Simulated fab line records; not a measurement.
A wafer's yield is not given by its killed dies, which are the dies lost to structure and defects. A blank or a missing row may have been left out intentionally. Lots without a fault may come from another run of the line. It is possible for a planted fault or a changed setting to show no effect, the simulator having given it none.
A lot that was struck, set against a sound lot / flow n5-finfet / 14 out of 1938 route steps
Sound: these wafers, L854.3, L854.5, L854.6. Wafers L865.2, L865.4, L865.5 were the ones struck. The cause is given at the end.
Each step with rows lists, per side, the tool, then ch with its chambers, then its first start. Under that, the readings that differ: sound wafers / struck wafers / difference of the means / sigmas: that difference in standard deviations of wafers without a fault.
alike: a reading whose means differ by less than 2 such deviations, as well as words and numbers matching on both sides. not compared: withheld readings; readings where some wafer has no value; bounds like >300 that might hide an equal value; numbers whose values overlap and for which the record gives no deviation.
Wherever a step has rows on one side only, a row that says differs or no value, or a row with sigmas, the two part there. Non-overlapping numbers with no deviation appear without sigmas and do not part them. Lack of a reading on every wafer of one side parts them only where that side has two or more wafers.

first, 1 step without rows for these wafers: N5_DUMMY_GATE_SRD_47 (dry time 32 s).
N5_DUMMY_GATE_CMP_04: polishes a-Si.
  sound on cmp-01 ch 0,2,3, day 3 06:40; struck on cmp-04 ch 1,3, day 5 23:16
  alike: motor-current-A, time-to-endpoint-s
N5_DUMMY_GATE_THK_MEAS_05:
  sound on film-metro-01 at day 3 06:51; struck on film-metro-01 at day 5 23:28
  alike: thk-nm
then, 9 steps without rows for these wafers: N5_DUMMY_GATE_HM_DEP_06 (deposits SiNx from DCS/NH3, target thk 80 nm, time 5141 s); N5_DUMMY_GATE_PECVD_30 (deposits SiO2 from TEOS/O2, target thk 55 nm, time 10.8 s); N5_DUMMY_GATE_COAT_34 (time 60 s, resist thk 60 nm); N5_DUMMY_GATE_COAT_35 (time 60 s, resist thk 10 nm); N5_DUMMY_GATE_COAT_28 (time 60 s, resist thk 10 nm); N5_DUMMY_GATE_COAT_09 (resist thk 30 nm); N5_DUMMY_GATE_EBR_11; N5_DUMMY_GATE_SOFTBAKE_10 (time 60 s); N5_DUMMY_GATE_EXPOSE_12 (exposes mask GATE, target cd 25 nm).
N5_DUMMY_GATE_PEB_13: peb time 60 s.
  struck on litho-track-02, day 6 03:41; sound on litho-track-02 ch 0, day 3 11:05
  no value came back on the struck wafers for chill-plate-temp-C (C), exhaust-pa (Pa); on the sound wafers chill-plate-temp-C (C) reads 23.05 23.04 22.98
then, 1 step without rows for these wafers: N5_DUMMY_GATE_DEVELOP_14 (develop time 30 s).

WHERE THEY PART
N5_DUMMY_GATE_PEB_13 only, going by this record.

WHY: whatever the simulator had introduced
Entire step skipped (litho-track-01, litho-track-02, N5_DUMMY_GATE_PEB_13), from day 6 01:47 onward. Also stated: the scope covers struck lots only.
